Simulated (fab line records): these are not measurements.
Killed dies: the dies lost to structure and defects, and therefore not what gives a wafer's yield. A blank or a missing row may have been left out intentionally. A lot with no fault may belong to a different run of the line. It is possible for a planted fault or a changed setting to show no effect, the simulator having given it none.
2 desks looking at one fault | flow n5 finfet | each desk has only its own numbers; what lay behind them comes last

## TOOL OWNER'S DESK, rie diel-05
The tool's own readings at N5_MOL_CONTACT_COAG_ETCH_105 (etches SiARC in CF4, target depth 15.6 nm, time 26 s): means of the sampled wafers that have a number, for each lot that ran on this tool. Marked OUT: a lot whose mean sits more than 4 standard deviations from the usual mean, which makes it out of limits; the brackets give that distance.
Columns: A = drypump motor current A at N5_MOL_CONTACT_COAG_ETCH_105, usual 5.6 A; B = etch rf on time s at N5_MOL_CONTACT_COAG_ETCH_105, usual 26.3 s; C = oes product au at N5_MOL_CONTACT_COAG_ETCH_105, usual 0.67 a.u.; D = rf vpp V at N5_MOL_CONTACT_COAG_ETCH_105, usual 184.1 V; E = showerhead plenum p Torr at N5_MOL_CONTACT_COAG_ETCH_105, usual 2.15 Torr; F = throttle valve pct at N5_MOL_CONTACT_COAG_ETCH_105, usual 15.44 %
lot  | first seen here | A   | B               | C    | D     | E    | F
L104 | day 6 22:48     | 5.6 | 26.8            | 0.75 | 183.8 | 2.13 | 15.37
L107 | day 7 14:55     | 5.7 | 26.5            | 0.74 | 184.1 | 2.13 | 15.31
L111 | day 8 13:34     | 5.3 | 31.7 (+7.3) OUT | 0.66 | 183.8 | 2.14 | 15.34
L112 | day 8 20:06     | 5.7 | 32.3 (+8.1) OUT | 0.64 | 183.8 | 2.15 | 15.37
This desk's verdict: out of limits on L111, L112, starting with L111 at day 8 13:34 (etch rf on time s at N5_MOL_CONTACT_COAG_ETCH_105). Within limits: L104, L107.

## METROLOGY DESK
Lot by lot, what the gauges showed, no matter which tool ran the lot: averages of those sampled wafers that carry a number. Marked OUT: a lot whose mean sits more than 4 standard deviations from the usual mean, which makes it out of limits; the brackets give that distance. It has 11 readings; the 7 that lie furthest out on some lot are the ones shown.
Columns: A = cd nm at N5_MOL_CONTACT_COAG_CD_MEAS_08, usual 27.66 nm; B = DIBL_N at N5_BEOL_M4_RC_MEAS_101, usual 37.1 mV/V; C = DIBL_P at N5_BEOL_M4_RC_MEAS_101, usual 38 mV/V; D = ION_N at N5_BEOL_M4_RC_MEAS_101, usual 678 uA/um; E = SS_P at N5_BEOL_M4_RC_MEAS_101, usual 73.7 mV/dec; F = VT_N at N5_BEOL_M4_RC_MEAS_101, usual 249 mV; G = VT_P at N5_BEOL_M4_RC_MEAS_101, usual -248 mV
lot  | first seen here | A     | B    | C  | D   | E    | F   | G
L995 | day 4 16:44     | 27.72 | 32.6 | 33 | 652 | 71.8 | 256 | -250
L998 | day 5 11:51     | 27.53 | 36.8 | 38 | 691 | 74.1 | 244 | -244
L102 | day 6 18:00     | 27.88 | 36.6 | 39 | 676 | 73.9 | 250 | -247
L104 | day 6 22:37     | 27.75 | 38.8 | 40 | 687 | 74.1 | 249 | -247
L107 | day 7 14:44     | 27.46 | 36.4 | 38 | 680 | 73.9 | 248 | -248
L111 | day 8 13:23     | 27.90 | 39.1 | 40 | 687 | 73.6 | 245 | -242
L112 | day 8 19:55     | 27.22 | 38.8 | 40 | 689 | 74.1 | 247 | -243
L113 | day 9 06:41     | 27.45 | 33.7 | 35 | 665 | 72.3 | 251 | -251
L118 | day 10 10:49    | 27.41 | 39.3 | 41 | 686 | 74.6 | 244 | -245
Finding of this desk: none of the 9 lots has anything out of limits.

## TAKEN TOGETHER
The tool owner's desk could have raised an alarm at day 8 13:34, on L111, L112.
Nothing out of limits was seen by the metrology desk.
The metrology desk holds a record of L111, L112, inside its limits.
On rie diel-05, each named lot ran N5_MOL_CONTACT_COAG_ETCH_105.

## WHAT THE SIMULATOR HAD INSERTED
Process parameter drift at N5_MOL_CONTACT_COAG_ETCH_105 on rie diel-05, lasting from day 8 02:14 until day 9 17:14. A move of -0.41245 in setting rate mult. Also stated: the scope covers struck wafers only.
Struck lots among those shown: L111, L112.
How many hours passed from the start of the fault until each desk's first out-of-limits reading: the tool owner's desk, 11.
